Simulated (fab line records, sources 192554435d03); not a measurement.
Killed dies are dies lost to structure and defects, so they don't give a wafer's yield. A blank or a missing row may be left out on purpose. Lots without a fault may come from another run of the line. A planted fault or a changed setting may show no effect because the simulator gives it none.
Chamber matching | flow n5_finfet | N5_BEOL_M8_CURE_74 on uv_cure-02: 3 sister chambers
The step cures SiCOH lowk, time 240 s. 36 wafers are shown with their chamber, then 12 later ones without.

WAFERS WITH THEIR CHAMBER
wafer  | chamber | wafer_temp_C_max | lamp_power_pct (%)
L076.1 | 0       | 386.5            | 52.28
L076.4 | 0       | 386.8            | 52.32
L076.5 | 0       | 387.0            | 52.39
L075.2 | 1       | 387.1            | 52.37
L075.4 | 1       | 387.1            | 52.34
L075.6 | 1       | 388.3            | 52.25
L078.1 | 0       | 386.6            | 52.25
L078.3 | 0       | 387.1            | 52.28
L078.4 | 0       | 386.9            | 52.28
L078.2 | 0       | 387.0            | 52.27
L078.5 | 0       | 387.4            | 52.34
L078.6 | 0       | 386.8            | 52.35
L079.1 | 0       | 386.8            | 52.26
L079.4 | 0       | 386.7            | 52.28
L079.6 | 0       | 387.4            | 52.28
L080.1 | 0       | 386.3            | 52.26
L080.4 | 0       | 386.3            | 52.25
L080.6 | 0       | 386.3            | 52.35
L081.1 | 0       | 386.6            | 52.29
L081.3 | 0       | 386.3            | 52.35
L081.4 | 0       | 386.6            | 52.34
L081.2 | 0       | 387.3            | 52.39
L081.5 | 0       | 386.9            | 52.27
L081.6 | 0       | 387.5            | 52.26
L082.3 | 2       | 386.0            | 52.30
L082.4 | 2       | 386.3            | 52.39
L082.6 | 2       | 387.0            | 52.34
L083.2 | 0       | 386.4            | 52.29
L083.4 | 0       | 386.6            | 52.22
L083.6 | 0       | 386.8            | 52.31
L086.1 | 2       | 386.7            | 52.31
L086.5 | 2       | 386.1            | 52.35
L086.6 | 2       | 386.2            | 52.28
L086.2 | 2       | 386.1            | 52.34
L086.3 | 2       | 386.1            | 52.27
L086.4 | 2       | 386.1            | 52.36

SIGNATURES (means of the wafers above)
reading          | chamber 0 | chamber 1 | chamber 2 | scatter within a chamber
wafer_temp_C_max | 386.788   | 387.500   | 386.289   | 0.387
lamp_power_pct   | 52.2983   | 52.3200   | 52.3267   | 0.0453
Rule: a wafer's distance from a chamber is the root of the sum, over the readings, of the square of ((its reading less the chamber's mean) divided by the reading's scatter). The wafer belongs to the nearest chamber; if the next one is less than 2 further off, it can't be placed. The scatter: the root of (the sum of the squares of (reading less its chamber's mean) over the shown wafers, divided by (wafers less chambers)).

WAFERS WITHOUT THEIR CHAMBER
wafer  | wafer_temp_C_max | lamp_power_pct (%)
L089.2 | 387.3            | 52.25
L089.3 | 389.3            | 52.25
L089.6 | 386.5            | 52.33
L091.1 | 387.3            | 52.30
L091.2 | 387.9            | 52.23
L091.6 | 386.8            | 52.29
L095.2 | 386.8            | 52.32
L095.5 | 387.2            | 52.32
L095.6 | 387.0            | 52.28
L096.2 | 386.5            | 52.38
L096.4 | 386.7            | 52.37
L096.5 | 386.6            | 52.37

WHICH CHAMBER EACH WENT THROUGH
wafer  | from the rows above          | in truth
L089.2 | can't be placed: 1 or 0 or 2 | 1
L089.3 | can't be placed: 1 or 0      | 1
L089.6 | can't be placed: 2 or 0      | 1
L091.1 | can't be placed: 1 or 0      | 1
L091.2 | can't be placed: 1 or 0      | 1
L091.6 | can't be placed: 0 or 2 or 1 | 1
L095.2 | can't be placed: 0 or 2 or 1 | 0
L095.5 | can't be placed: 1 or 0 or 2 | 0
L095.6 | can't be placed: 0 or 1 or 2 | 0
L096.2 | can't be placed: 2 or 0 or 1 | 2
L096.4 | can't be placed: 2 or 0 or 1 | 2
L096.5 | can't be placed: 2 or 0 or 1 | 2
Placed correctly: 0 of 12. Can't be placed from these rows: 12 (the true chamber is among the candidates in 11). Placed wrongly: 0.
